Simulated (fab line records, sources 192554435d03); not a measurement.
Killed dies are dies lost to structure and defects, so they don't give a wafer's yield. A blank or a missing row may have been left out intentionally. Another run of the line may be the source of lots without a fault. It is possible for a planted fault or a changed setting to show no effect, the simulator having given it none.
fab line records :: flow n5_finfet
record:
  lots: 4
  wafers: 12
  last_day: 16
route steps=1938 shown BEOL_M0@745 BEOL_M1@751 BEOL_M4@1111 PASSIVATION@1936
lots that met no fault: taken from a fault-free run of the same line
start_h: start of the lot's first displayed wafer, in hours after the record's first day :: wait_h: hours from the lot's prior step to this one :: " the same as in the row above :: L1.1+2: several wafers, shown together as one row :: - value missing, or start not given :: * or withheld: withheld :: < > ~ a bound
route shown NAME@n: names a module that has steps shown in the file, with the first one's number in the route :: usual: mean and standard deviation over wafers with no fault :: same: alike in all rows :: chamber/n: place in a boat :: sites: per-site readings :: _std_site: the values' standard deviation :: _edge_site: mean of outer sites minus mean of inner sites :: radius_mm: for every site, how far away it sits from the centre of the wafer :: mask NAME#n: copy n :: behind: the most recent tool/chamber to have shaped the wafer :: hold: reason for holding the lot/hours on hold/outcome of the hold :: device: which transistor (n, p or np) failed to switch :: end of line: the tests these same wafers got at the end of their route :: a step given without rows: its recipe and nothing more :: killed: dies lost to structure and defects at the first sort, not the wafer's yield :: map: a wafer's dies, x killed, . not, _ none there
set.NAME: setting as actually run; set.NAME@STEP: the setting as run at that earlier step :: model.NAME: the simulator's own value behind a step, which no gauge read
certain route steps with their lots: each step a table, each wafer a row
services: a tool's chamber out of use, with start hour (start_h, from the record's first day; less than 0 if before it), hours out, and reason
== steps ==
step: N5_BEOL_M0_PRE_CLEAN_131
recipe:
  gas: NH3/H2
  time_s: 15
  temp_c: *
  rf_power_w: 300
step: N5_BEOL_M0_CO_CAP_123
recipe:
  material: Co
  target_thk_a: 20
  temp_c: 200
  precursor: CCTBA/H2
  pressure_torr: 30
  time_s: 102.1
step: N5_BEOL_M0_PRE_CLEAN_124
recipe:
  gas: NH3
  time_s: 15
  temp_c: withheld
  rf_power_w: 300
step: N5_BEOL_M0_DEP_125
recipe:
  material: SiCN
  target_thk_a: 80
  temp_c: withheld
  precursor: 3MS/NH3
  pressure_torr: 3
  rf_w: 202
  time_s: 14
step: N5_BEOL_M1_ILD_DEP_00
recipe:
  material: SiOC
  target_thk_a: 790
  temp_c: 350
  precursor: DEMS/O2
  pressure_torr: 5
  rf_w: 500
  time_s: 15.3
step: N5_BEOL_M1_PECVD_72
recipe:
  material: SiO2
  target_thk_a: 160
  temp_c: 400
  precursor: TEOS/O2
  pressure_torr: 5.5
  rf_w: 450
  teos_flow_sccm: 53.8
  gas: O2
  flow_sccm: 3000
  time_s: 18
step: N5_BEOL_M1_HM_DEP_02
recipe:
  material: TiN
  target_thk_a: 200
  temp_c: 25
  chamber_pressure_pa: 0.49996
step: N5_BEOL_M1_COAT_61
recipe:
  resist: SOC
  temp_c: 250
  time_s: 60
  spin_rpm: 1500
  resist_thk_nm: 60
step: N5_BEOL_M1_COAT_62
recipe:
  resist: SiARC
  temp_c: 220
  time_s: 60
  spin_rpm: 1500
  resist_thk_nm: 12
usual:
  resist_line_temp_C: 23.00/0.094
  spin_speed_rpm: 1500.0/1
lot.wafer: L354.3
tool: litho_track-04
chamber: 0
start_h: 170.28
wait_h: -
resist_line_temp_C: 23.01
spin_speed_rpm: 1458.0

lot.wafer: L354.5
tool: litho_track-04
chamber: 0
start_h: 170.28
wait_h: -
resist_line_temp_C: 23.00
spin_speed_rpm: 1457.2

lot.wafer: L354.6
tool: litho_track-04
chamber: 0
start_h: 170.28
wait_h: -
resist_line_temp_C: 23.00
spin_speed_rpm: 1457.8

lot.wafer: L355.2
tool: litho_track-04
chamber: 0
start_h: 173.11
wait_h: -
resist_line_temp_C: 23.00
spin_speed_rpm: 1459.0

lot.wafer: L355.4
tool: litho_track-04
chamber: 0
start_h: 173.11
wait_h: -
resist_line_temp_C: 22.98
spin_speed_rpm: 1459.3

lot.wafer: L355.6
tool: litho_track-04
chamber: 0
start_h: 173.11
wait_h: -
resist_line_temp_C: 23.07
spin_speed_rpm: 1457.9

lot.wafer: L365.1
tool: litho_track-04
chamber: 0
start_h: 236.89
wait_h: -
resist_line_temp_C: 22.89
spin_speed_rpm: 1499.5

lot.wafer: L365.3
tool: litho_track-04
chamber: 0
start_h: 236.89
wait_h: -
resist_line_temp_C: 22.97
spin_speed_rpm: 1499.9

lot.wafer: L365.5
tool: litho_track-04
chamber: 0
start_h: 236.89
wait_h: -
resist_line_temp_C: 23.00
spin_speed_rpm: 1498.7

lot.wafer: L364.4
tool: litho_track-03
chamber: 0
start_h: 243.06
wait_h: -
resist_line_temp_C: 22.98
spin_speed_rpm: 1500.2

lot.wafer: L364.5
tool: litho_track-03
chamber: 0
start_h: 243.06
wait_h: -
resist_line_temp_C: 22.90
spin_speed_rpm: 1499.4

lot.wafer: L364.6
tool: litho_track-03
chamber: 0
start_h: 243.06
wait_h: -
resist_line_temp_C: 22.85
spin_speed_rpm: 1500.4
step: N5_BEOL_M1_COAT_73
recipe:
  resist: underlayer
  temp_c: 205
  time_s: 60
  spin_rpm: 1500
  resist_thk_nm: 5
step: N5_BEOL_M1_COAT_05
recipe:
  resist: CAR-EUV
  spin_rpm: 1500
  resist_thk_nm: 30
step: N5_BEOL_M1_EBR_07
recipe:
  solvent: PGMEA
  ebr_width_mm: 1.5
step: N5_BEOL_M1_SOFTBAKE_06
recipe:
  temp_c: 110
  time_s: 60
  resist: CAR-EUV
step: N5_BEOL_M1_EXPOSE_08
recipe:
  mask_id: M1
  na: 0.33
  source_shape: dipole
  sigma_inner: 0.369
  sigma_outer: 0.767
  polarization: unpolarized
  dose_mj: 33
step: N5_BEOL_M1_PEB_09
recipe:
  peb_temp_c: 100
  peb_time_s: 60
  resist: CAR-EUV
step: N5_BEOL_M1_DEVELOP_10
recipe:
  develop_time_s: 30
  developer: TMAH
  resist: CAR-EUV
  rinse_liquid: surfactant_rinse
  dry: air_spin
  dev_temp_c: 23
step: N5_BEOL_M1_DESCUM_16
recipe:
  chemistry: O2
  time_s: 7
  source_power_w: 50
  bias_power_w: 20
  pressure_mtorr: 20
  rf_frequency_hz: 2.712e+07
  temp_c: 40
  resist: CAR-EUV
  o2_flow_sccm: 225
step: N5_BEOL_M1_ETCH_74
recipe:
  chemistry: N2/H2
  target: underlayer
  target_depth_a: 65
  mask_material: CAR-EUV
  time_s: 5.2
  ion_energy_ev: 200
  pressure_mtorr: 30
  source_w: 840
  bias_w: 150
  n2_flow_sccm: 200
  h2_flow_sccm: 200
  ends: cleared
step: N5_BEOL_M1_ETCH_63
recipe:
  chemistry: CF4
  target: SiARC
  target_depth_a: 156
  mask_material: CAR-EUV
  time_s: 26
  ion_energy_ev: 80
  pressure_mtorr: 40
  source_w: 545
  bias_w: 36
  Ar_flow_sccm: 100
  cf4_flow_sccm: 100
  ends: cleared
usual:
  cf4_flow_sccm: 100.01/0.29
  drypump_motor_current_A: 5.7/0.55
  etch_rf_on_time_s: 26.1/0.63
  oes_product_au: 0.67/0.08
  rf_fwd_power_W: 531.9/1.9
  rf_vpp_V: 184.2/1
  showerhead_plenum_p_Torr: 2.15/0.058
  throttle_valve_pct: 15.59/0.27
lot.wafer: L354.3
tool: rie_diel-01
chamber: 1
start_h: 170.84
wait_h: 0.0
cf4_flow_sccm: 100.51
drypump_motor_current_A: 4.8
etch_rf_on_time_s: 27.0
oes_product_au: 0.60
rf_fwd_power_W: 529.2
rf_hours_counter_h: 194
rf_vpp_V: 185.7
showerhead_plenum_p_Torr: 2.21
throttle_valve_pct: 15.60
model.etch.depth_nm: 12.23

lot.wafer: L354.5
tool: rie_diel-01
chamber: 3
start_h: 170.84
wait_h: 0.0
cf4_flow_sccm: 99.53
drypump_motor_current_A: 5.9
etch_rf_on_time_s: 27.8
oes_product_au: 0.62
rf_fwd_power_W: 529.4
rf_hours_counter_h: -
rf_vpp_V: 180.9
showerhead_plenum_p_Torr: 2.04
throttle_valve_pct: 15.68
model.etch.depth_nm: 12.26

lot.wafer: L354.6
tool: rie_diel-01
chamber: 0
start_h: 170.84
wait_h: 0.0
cf4_flow_sccm: 100.41
drypump_motor_current_A: 5.2
etch_rf_on_time_s: 25.6
oes_product_au: 0.66
rf_fwd_power_W: 533.4
rf_hours_counter_h: -
rf_vpp_V: 184.3
showerhead_plenum_p_Torr: 2.15
throttle_valve_pct: 15.91
model.etch.depth_nm: 12.23

lot.wafer: L355.2
tool: rie_diel-03
chamber: 2
start_h: 174.16
wait_h: 0.0
cf4_flow_sccm: 99.88
drypump_motor_current_A: 6.6
etch_rf_on_time_s: 26.9
oes_product_au: 0.57
rf_fwd_power_W: 534.2
rf_hours_counter_h: 235
rf_vpp_V: 184.1
showerhead_plenum_p_Torr: 2.12
throttle_valve_pct: 15.92
model.etch.depth_nm: 12.19

lot.wafer: L355.4
tool: rie_diel-03
chamber: 3
start_h: 174.16
wait_h: 0.0
cf4_flow_sccm: 100.12
drypump_motor_current_A: 5.4
etch_rf_on_time_s: 25.9
oes_product_au: 0.61
rf_fwd_power_W: 532.7
rf_hours_counter_h: 206
rf_vpp_V: 184.3
showerhead_plenum_p_Torr: 2.20
throttle_valve_pct: 15.83
model.etch.depth_nm: 12.22

lot.wafer: L355.6
tool: rie_diel-03
chamber: 1
start_h: 174.16
wait_h: 0.0
cf4_flow_sccm: 100.04
drypump_motor_current_A: 5.7
etch_rf_on_time_s: 26.9
oes_product_au: 0.78
rf_fwd_power_W: 533.7
rf_hours_counter_h: -
rf_vpp_V: 184.0
showerhead_plenum_p_Torr: 2.18
throttle_valve_pct: 15.30
model.etch.depth_nm: 12.24

lot.wafer: L365.1
tool: rie_diel-03
chamber: 3
start_h: 237.33
wait_h: 0.0
cf4_flow_sccm: 99.81
drypump_motor_current_A: 5.4
etch_rf_on_time_s: 25.4
oes_product_au: 0.59
rf_fwd_power_W: 529.5
rf_hours_counter_h: 230
rf_vpp_V: 184.5
showerhead_plenum_p_Torr: 2.19
throttle_valve_pct: 15.88
model.etch.depth_nm: 11.99

lot.wafer: L365.3
tool: rie_diel-03
chamber: 0
start_h: 237.33
wait_h: 0.0
cf4_flow_sccm: 100.31
drypump_motor_current_A: 6.5
etch_rf_on_time_s: 25.6
oes_product_au: 0.82
rf_fwd_power_W: 530.2
rf_hours_counter_h: 13
rf_vpp_V: 184.0
showerhead_plenum_p_Torr: 2.18
throttle_valve_pct: 15.10
model.etch.depth_nm: 12

lot.wafer: L365.5
tool: rie_diel-03
chamber: 1
start_h: 237.33
wait_h: 0.0
cf4_flow_sccm: 100.40
drypump_motor_current_A: 5.7
etch_rf_on_time_s: 26.5
oes_product_au: 0.74
rf_fwd_power_W: 531.4
rf_hours_counter_h: -
rf_vpp_V: 184.4
showerhead_plenum_p_Torr: 2.17
throttle_valve_pct: 15.32
model.etch.depth_nm: 12.03

lot.wafer: L364.4
tool: rie_diel-01
chamber: 1
start_h: 243.51
wait_h: 0.0
cf4_flow_sccm: 100.01
drypump_motor_current_A: 4.8
etch_rf_on_time_s: 26.2
oes_product_au: 0.59
rf_fwd_power_W: 532.3
rf_hours_counter_h: -
rf_vpp_V: 186.2
showerhead_plenum_p_Torr: 2.20
throttle_valve_pct: 15.66
model.etch.depth_nm: 12.07

lot.wafer: L364.5
tool: rie_diel-01
chamber: 3
start_h: 243.51
wait_h: 0.0
cf4_flow_sccm: 99.94
drypump_motor_current_A: 5.9
etch_rf_on_time_s: 27.2
oes_product_au: 0.61
rf_fwd_power_W: 530.7
rf_hours_counter_h: -
rf_vpp_V: 183.3
showerhead_plenum_p_Torr: 2.04
throttle_valve_pct: 15.72
model.etch.depth_nm: 12.02

lot.wafer: L364.6
tool: rie_diel-01
chamber: 2
start_h: 243.51
wait_h: 0.0
cf4_flow_sccm: 100.20
drypump_motor_current_A: 6.0
etch_rf_on_time_s: 25.1
oes_product_au: 0.68
rf_fwd_power_W: 533.7
rf_hours_counter_h: -
rf_vpp_V: 183.7
showerhead_plenum_p_Torr: 2.17
throttle_valve_pct: 15.69
model.etch.depth_nm: 12.08
step: N5_BEOL_M1_ETCH_64
recipe:
  chemistry: N2/H2
  target: SOC
  target_depth_a: 750
  overetch_a: 150
  mask_material: SiARC
  temp_c: 40
  time_s: 112.5
  ion_energy_ev: 200
  pressure_mtorr: 30
  source_w: 840
  bias_w: 150
  n2_flow_sccm: 200
  h2_flow_sccm: 200
step: N5_BEOL_M4_RC_MEAS_101
usual:
  DIBL_N: 36.2/1.6
  DIBL_P: 36.5/1.9
  IOFF_N: 0.158/0.027
  IOFF_P: 0.21/0.038
  ION_N: 675/12
  ION_P: 464/8.9
  SS_N: 71.5/0.61
  SS_P: 73.4/0.59
  VT_N: 250.4/3
  VT_P: -250/3.6
lot.wafer: L354.3
tool: prober-01
chamber: 0
start_h: 212.85
wait_h: 0.3
DIBL_N[mV/V]: 36.4
DIBL_P[mV/V]: 34.1
IOFF_N[nA/um]: 0.138
IOFF_P[nA/um]: 0.15
ION_N[uA/um]: 662
ION_P[uA/um]: 449
SS_N[mV/dec]: 71.5
SS_P[mV/dec]: 73.1
VT_N[mV]: 253.4
VT_P[mV]: -258

lot.wafer: L354.5
tool: prober-01
chamber: 0
start_h: 212.85
wait_h: 0.3
DIBL_N[mV/V]: 34.5
DIBL_P[mV/V]: 33.1
IOFF_N[nA/um]: 0.119
IOFF_P[nA/um]: 0.14
ION_N[uA/um]: 654
ION_P[uA/um]: 447
SS_N[mV/dec]: 70.9
SS_P[mV/dec]: 73.1
VT_N[mV]: 253.1
VT_P[mV]: -257

lot.wafer: L354.6
tool: prober-01
chamber: 0
start_h: 212.85
wait_h: 0.3
DIBL_N[mV/V]: 36.6
DIBL_P[mV/V]: 35.9
IOFF_N[nA/um]: 0.148
IOFF_P[nA/um]: 0.18
ION_N[uA/um]: 676
ION_P[uA/um]: 458
SS_N[mV/dec]: 71.7
SS_P[mV/dec]: 73.3
VT_N[mV]: 249.8
VT_P[mV]: -255

lot.wafer: L355.2
tool: prober-02
chamber: 0
start_h: 219.14
wait_h: 0.2
DIBL_N[mV/V]: 33.5
DIBL_P[mV/V]: 33.8
IOFF_N[nA/um]: 0.121
IOFF_P[nA/um]: 0.16
ION_N[uA/um]: 666
ION_P[uA/um]: 456
SS_N[mV/dec]: 71.6
SS_P[mV/dec]: 73.7
VT_N[mV]: 253.3
VT_P[mV]: -253

lot.wafer: L355.4
tool: prober-02
chamber: 0
start_h: 219.14
wait_h: 0.2
DIBL_N[mV/V]: 37.5
DIBL_P[mV/V]: 40.1
IOFF_N[nA/um]: 0.211
IOFF_P[nA/um]: 0.26
ION_N[uA/um]: 686
ION_P[uA/um]: 471
SS_N[mV/dec]: 71.5
SS_P[mV/dec]: 74.4
VT_N[mV]: 246.2
VT_P[mV]: -247

lot.wafer: L355.6
tool: prober-02
chamber: 0
start_h: 219.14
wait_h: 0.2
DIBL_N[mV/V]: 36.1
DIBL_P[mV/V]: 37.4
IOFF_N[nA/um]: 0.163
IOFF_P[nA/um]: 0.22
ION_N[uA/um]: 684
ION_P[uA/um]: 467
SS_N[mV/dec]: 71.0
SS_P[mV/dec]: 73.6
VT_N[mV]: 250.5
VT_P[mV]: -250

lot.wafer: L365.1
tool: prober-01
chamber: 0
start_h: 276.71
wait_h: 0.0
DIBL_N[mV/V]: 34.3
DIBL_P[mV/V]: 37.1
IOFF_N[nA/um]: 0.136
IOFF_P[nA/um]: 0.19
ION_N[uA/um]: 670
ION_P[uA/um]: 464
SS_N[mV/dec]: 72.5
SS_P[mV/dec]: 73.1
VT_N[mV]: 254.0
VT_P[mV]: -254

lot.wafer: L365.3
tool: prober-01
chamber: 0
start_h: 276.71
wait_h: 0.0
DIBL_N[mV/V]: 34.1
DIBL_P[mV/V]: 36.9
IOFF_N[nA/um]: 0.137
IOFF_P[nA/um]: 0.19
ION_N[uA/um]: 671
ION_P[uA/um]: 462
SS_N[mV/dec]: 71.9
SS_P[mV/dec]: 73.8
VT_N[mV]: 251.3
VT_P[mV]: -252

lot.wafer: L365.5
tool: prober-01
chamber: 0
start_h: 276.71
wait_h: 0.0
DIBL_N[mV/V]: 36.8
DIBL_P[mV/V]: 39.9
IOFF_N[nA/um]: 0.192
IOFF_P[nA/um]: 0.25
ION_N[uA/um]: 683
ION_P[uA/um]: 470
SS_N[mV/dec]: 72.1
SS_P[mV/dec]: 73.9
VT_N[mV]: 249.9
VT_P[mV]: -249

lot.wafer: L364.4
tool: prober-01
chamber: 0
start_h: 281.71
wait_h: 0.5
DIBL_N[mV/V]: 37.5
DIBL_P[mV/V]: 38.3
IOFF_N[nA/um]: 0.174
IOFF_P[nA/um]: 0.26
ION_N[uA/um]: 692
ION_P[uA/um]: 475
SS_N[mV/dec]: 71.1
SS_P[mV/dec]: 74.4
VT_N[mV]: 245.8
VT_P[mV]: -245

lot.wafer: L364.5
tool: prober-01
chamber: 0
start_h: 281.71
wait_h: 0.5
DIBL_N[mV/V]: 37.9
DIBL_P[mV/V]: 38.2
IOFF_N[nA/um]: 0.169
IOFF_P[nA/um]: 0.25
ION_N[uA/um]: 690
ION_P[uA/um]: 481
SS_N[mV/dec]: 71.9
SS_P[mV/dec]: 73.6
VT_N[mV]: 249.3
VT_P[mV]: -247

lot.wafer: L364.6
tool: prober-01
chamber: 0
start_h: 281.71
wait_h: 0.5
DIBL_N[mV/V]: 35.0
DIBL_P[mV/V]: 35.0
IOFF_N[nA/um]: 0.132
IOFF_P[nA/um]: 0.20
ION_N[uA/um]: 672
ION_P[uA/um]: 461
SS_N[mV/dec]: 71.0
SS_P[mV/dec]: 72.5
VT_N[mV]: 254.3
VT_P[mV]: -248
step: N5_PASSIVATION_PROBE_49
usual:
  defect_limited_yield: 91.3/1.7
  killed_at_M0_to_M3: 33/11
  killed_at_M4_up: 14/5.5
  killed_at_contacts: 13/6.5
  killed_at_front_end: 39/13
  killed_at_other: 3.4/2.9
  killed_dies: 103/20
  killed_open: 69/15
  killed_short: 32/8.1
  sort_bin_5_function: 5.1/1.1
  sort_bin_6_memory: 3.3/0.74
  sort_bin_8_speed: 0.00/0.014
  sort_n_pass: 1077/20
  sort_yield_pct: 91.3/1.7
same:
  gross_dies: 1180
  killed_at_back_side: 0
  sort_bin_4_leakage[%]: 0
lot.wafer: L354.3
tool: prober-02
chamber: -
start_h: 331.87
wait_h: 0.1
defect_limited_yield[%]: 92.2
killed_at_M0_to_M3: 26
killed_at_M4_up: 15
killed_at_contacts: 5
killed_at_front_end: 45
killed_at_other: 1
killed_dies: 92
killed_open: 64
killed_short: 22
sort_bin_5_function[%]: 4.4
sort_bin_6_memory[%]: 3.1
sort_bin_8_speed[%]: 0
sort_n_pass: 1088
sort_yield_pct[%]: 92.2

lot.wafer: L354.5
tool: prober-02
chamber: -
start_h: 331.97
wait_h: 0.2
defect_limited_yield[%]: 91.2
killed_at_M0_to_M3: 25
killed_at_M4_up: 24
killed_at_contacts: 9
killed_at_front_end: 45
killed_at_other: 1
killed_dies: 104
killed_open: 67
killed_short: 36
sort_bin_5_function[%]: 4.7
sort_bin_6_memory[%]: 3.7
sort_bin_8_speed[%]: 0
sort_n_pass: 1076
sort_yield_pct[%]: 91.2

lot.wafer: L354.6
tool: prober-02
chamber: -
start_h: 332.02
wait_h: 0.3
defect_limited_yield[%]: 92.0
killed_at_M0_to_M3: 25
killed_at_M4_up: 20
killed_at_contacts: 17
killed_at_front_end: 32
killed_at_other: 0
killed_dies: 94
killed_open: 59
killed_short: 35
sort_bin_5_function[%]: 5.1
sort_bin_6_memory[%]: 2.5
sort_bin_8_speed[%]: 0
sort_n_pass: 1086
sort_yield_pct[%]: 92.0

lot.wafer: L355.2
tool: prober-02
chamber: -
start_h: 336.39
wait_h: 0.1
defect_limited_yield[%]: 94.1
killed_at_M0_to_M3: 19
killed_at_M4_up: 9
killed_at_contacts: 13
killed_at_front_end: 25
killed_at_other: 4
killed_dies: 70
killed_open: 41
killed_short: 28
sort_bin_5_function[%]: 3.9
sort_bin_6_memory[%]: 1.9
sort_bin_8_speed[%]: 0
sort_n_pass: 1110
sort_yield_pct[%]: 94.1

lot.wafer: L355.4
tool: prober-02
chamber: -
start_h: 336.49
wait_h: 0.2
defect_limited_yield[%]: 92.5
killed_at_M0_to_M3: 35
killed_at_M4_up: 10
killed_at_contacts: 9
killed_at_front_end: 23
killed_at_other: 11
killed_dies: 88
killed_open: 62
killed_short: 24
sort_bin_5_function[%]: 4.4
sort_bin_6_memory[%]: 2.9
sort_bin_8_speed[%]: 0
sort_n_pass: 1092
sort_yield_pct[%]: 92.5

lot.wafer: L355.6
tool: prober-02
chamber: -
start_h: 336.59
wait_h: 0.3
defect_limited_yield[%]: 91.2
killed_at_M0_to_M3: 41
killed_at_M4_up: 7
killed_at_contacts: 12
killed_at_front_end: 40
killed_at_other: 4
killed_dies: 104
killed_open: 66
killed_short: 36
sort_bin_5_function[%]: 5.0
sort_bin_6_memory[%]: 3.6
sort_bin_8_speed[%]: 0.08
sort_n_pass: 1076
sort_yield_pct[%]: 91.2

lot.wafer: L365.1
tool: prober-01
chamber: -
start_h: 385.74
wait_h: 0.0
defect_limited_yield[%]: 91.8
killed_at_M0_to_M3: 31
killed_at_M4_up: 11
killed_at_contacts: 14
killed_at_front_end: 38
killed_at_other: 3
killed_dies: 97
killed_open: 62
killed_short: 32
sort_bin_5_function[%]: 6.1
sort_bin_6_memory[%]: 1.9
sort_bin_8_speed[%]: 0
sort_n_pass: 1083
sort_yield_pct[%]: 91.8

lot.wafer: L365.3
tool: prober-01
chamber: -
start_h: 385.84
wait_h: 0.1
defect_limited_yield[%]: 90.1
killed_at_M0_to_M3: 36
killed_at_M4_up: 14
killed_at_contacts: 11
killed_at_front_end: 50
killed_at_other: 6
killed_dies: 117
killed_open: 80
killed_short: 37
sort_bin_5_function[%]: 6.0
sort_bin_6_memory[%]: 3.6
sort_bin_8_speed[%]: 0
sort_n_pass: 1063
sort_yield_pct[%]: 90.1

lot.wafer: L365.5
tool: prober-01
chamber: -
start_h: 385.94
wait_h: 0.2
defect_limited_yield[%]: 92.4
killed_at_M0_to_M3: 32
killed_at_M4_up: 11
killed_at_contacts: 19
killed_at_front_end: 26
killed_at_other: 2
killed_dies: 90
killed_open: 64
killed_short: 25
sort_bin_5_function[%]: 4.3
sort_bin_6_memory[%]: 2.9
sort_bin_8_speed[%]: 0
sort_n_pass: 1090
sort_yield_pct[%]: 92.4

lot.wafer: L364.4
tool: prober-02
chamber: -
start_h: 393.93
wait_h: 0.2
defect_limited_yield[%]: 91.4
killed_at_M0_to_M3: 34
killed_at_M4_up: 19
killed_at_contacts: 19
killed_at_front_end: 26
killed_at_other: 3
killed_dies: 101
killed_open: 77
killed_short: 22
sort_bin_5_function[%]: 5.2
sort_bin_6_memory[%]: 3.4
sort_bin_8_speed[%]: 0
sort_n_pass: 1079
sort_yield_pct[%]: 91.4

lot.wafer: L364.5
tool: prober-02
chamber: -
start_h: 393.98
wait_h: 0.2
defect_limited_yield[%]: 90.7
killed_at_M0_to_M3: 36
killed_at_M4_up: 20
killed_at_contacts: 14
killed_at_front_end: 35
killed_at_other: 5
killed_dies: 110
killed_open: 77
killed_short: 31
sort_bin_5_function[%]: 5.3
sort_bin_6_memory[%]: 3.9
sort_bin_8_speed[%]: 0
sort_n_pass: 1070
sort_yield_pct[%]: 90.7

lot.wafer: L364.6
tool: prober-02
chamber: -
start_h: 394.03
wait_h: 0.3
defect_limited_yield[%]: 91.9
killed_at_M0_to_M3: 45
killed_at_M4_up: 11
killed_at_contacts: 20
killed_at_front_end: 18
killed_at_other: 2
killed_dies: 96
killed_open: 57
killed_short: 35
sort_bin_5_function[%]: 5.1
sort_bin_6_memory[%]: 2.7
sort_bin_8_speed[%]: 0
sort_n_pass: 1084
sort_yield_pct[%]: 91.9
killed by level:class
L354.3 STI_FIN_REVEAL:geometric_particle:open=13 FIN_SAQP:geometric_particle:open=8 BEOL_M4:geometric_particle:open=8 BEOL_M1:geometric_particle:open=6 MOL_CONTACT_COAG:geometric_particle:open=5 BEOL_M3:geometric_particle:open=5 STARTING-WAFER:geometric_particle:open=5 BEOL_M0_SAQP:geometric_particle:open=4
L354.5 BEOL_M4:geometric_particle:open=14 STI_FIN_REVEAL:geometric_particle:open=8 FIN_SAQP:geometric_particle:open=7 MOL_CONTACT_COAG:geometric_particle:open=6 BEOL_M1:geometric_particle:short=6 BEOL_M0_SAQP:geometric_particle:open=5 BEOL_M1:geometric_particle:open=5 STARTING-WAFER:geometric_particle:short=5
L354.6 MOL_CONTACT_COAG:geometric_particle:open=13 BEOL_M4:geometric_particle:open=9 FIN_SAQP:geometric_particle:open=5 STI_FIN_REVEAL:geometric_particle:open=5 BEOL_M5:geometric_particle:open=5 FIN_SAQP:geometric_particle:short=4 MOL_CONTACT_COAG:geometric_particle:short=4 BEOL_M0_SAQP:geometric_particle:short=4
L355.2 FIN_SAQP:geometric_particle:open=7 MOL_CONTACT_COAG:geometric_particle:open=7 MOL_CONTACT_COAG:geometric_particle:short=6 STARTING-WAFER:geometric_particle:short=5 BEOL_M0_SAQP:geometric_particle:short=4 BEOL_M1:geometric_particle:open=4 FIN_SAQP:geometric_particle:short=3 BEOL_M3:geometric_particle:open=3
L355.4 BEOL_M0_SAQP:geometric_particle:open=12 FIN_SAQP:geometric_particle:open=7 MOL_CONTACT_COAG:geometric_particle:open=7 BEOL_M1:geometric_particle:open=7 BEOL_M3:geometric_particle:open=6 BEOL_M4:geometric_particle:open=6 FIN_SAQP:geometric_particle:short=3 BEOL_M0_SAQP:geometric_particle:short=3
L355.6 MOL_CONTACT_COAG:geometric_particle:open=11 BEOL_M0_SAQP:geometric_particle:short=11 BEOL_M3:geometric_particle:open=10 FIN_SAQP:geometric_particle:short=8 STI_FIN_REVEAL:geometric_particle:open=8 FIN_SAQP:geometric_particle:open=7 BEOL_M1:geometric_particle:open=7 BEOL_M0_SAQP:geometric_particle:open=5
L365.1 MOL_CONTACT_COAG:geometric_particle:open=10 BEOL_M2:geometric_particle:open=9 DUMMY_GATE:geometric_particle:open=8 BEOL_M3:geometric_particle:open=7 FIN_SAQP:geometric_particle:open=6 STI_FIN_REVEAL:geometric_particle:open=6 BEOL_M0_SAQP:geometric_particle:short=5 FIN_SAQP:geometric_particle:short=4
L365.3 STI_FIN_REVEAL:geometric_particle:open=21 MOL_CONTACT_COAG:geometric_particle:open=8 BEOL_M3:geometric_particle:open=8 BEOL_M0_SAQP:geometric_particle:short=7 BEOL_M0_SAQP:geometric_particle:open=7 BEOL_M2:geometric_particle:open=5 BEOL_M4:geometric_particle:open=5 FIN_SAQP:geometric_particle:short=4
L365.5 MOL_CONTACT_COAG:geometric_particle:open=16 BEOL_M2:geometric_particle:open=15 BEOL_M3:geometric_particle:open=7 FIN_SAQP:geometric_particle:open=5 GATE_CUT:geometric_particle:short=5 FIN_SAQP:geometric_particle:short=4 STI_FIN_REVEAL:geometric_particle:open=4 BEOL_M2:geometric_particle:short=4
L364.4 MOL_CONTACT_COAG:geometric_particle:open=14 BEOL_M4:geometric_particle:open=12 STI_FIN_REVEAL:geometric_particle:open=9 BEOL_M3:geometric_particle:open=8 FIN_SAQP:geometric_particle:open=6 BEOL_M0_SAQP:geometric_particle:open=6 BEOL_M2:geometric_particle:open=6 BEOL_M1:geometric_particle:open=5
L364.5 BEOL_M2:geometric_particle:open=20 MOL_CONTACT_COAG:geometric_particle:open=11 BEOL_M4:geometric_particle:open=9 FIN_SAQP:geometric_particle:open=7 STI_FIN_REVEAL:geometric_particle:open=5 DUMMY_GATE:geometric_particle:open=5 BEOL_M2:geometric_particle:short=5 BEOL_M7:geometric_particle:open=4
L364.6 MOL_CONTACT_COAG:geometric_particle:open=12 BEOL_M2:geometric_particle:open=11 BEOL_M0_SAQP:geometric_particle:short=10 BEOL_M0_SAQP:geometric_particle:open=7 FIN_SAQP:geometric_particle:short=6 MOL_CONTACT_COAG:geometric_particle:short=5 BEOL_M1:geometric_particle:open=5 BEOL_M3:geometric_particle:open=5
== services ==
tool: rie_diel-03
chamber: 0
start_h: 178.59
hours: -
kind: clean

tool: rie_diel-03
chamber: 0
start_h: 178.59
hours: -
kind: consumable_replace:focus_ring

tool: rie_diel-03
chamber: 0
start_h: 178.59
hours: 26.3
kind: scheduled_down

tool: rie_diel-03
chamber: 0
start_h: 178.59
hours: 26.3
kind: vent_cycle

tool: rie_diel-03
chamber: 2
start_h: 217.30
hours: -
kind: clean

tool: rie_diel-03
chamber: 2
start_h: 217.30
hours: -
kind: consumable_replace:focus_ring

tool: rie_diel-03
chamber: 2
start_h: 217.30
hours: 20.1
kind: scheduled_down

tool: rie_diel-03
chamber: 2
start_h: 217.30
hours: 20.1
kind: vent_cycle

tool: rie_diel-01
chamber: 1
start_h: 226.18
hours: 3.6
kind: repair

tool: rie_diel-01
chamber: 0
start_h: 241.59
hours: 12.8
kind: repair
== key ==
first_sign:
  step: N5_BEOL_M1_COAT_62
  reading: spin_speed_rpm
  direction: down
  sigmas: 41
  usual: *
  struck: *
effect none on later readings
model_effect:
  step: N5_BEOL_M1_ETCH_63
  value: etch.depth_nm
  without: 12.06
  struck: 12.23
met_at N5_BEOL_M1_COAT_62
struck_wafers L354.3,L354.5,L354.6,L355.2,L355.4,L355.6
fault:
  kind: process_parameter_drift
  tool: litho_track-04
  chamber: -
  onset_h: 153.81
  steps: N5_BEOL_M1_COAT_62
  channel: spin_rpm
  offset: *
  shape: step
  end_h: 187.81
  acts_in: *
  stated: *
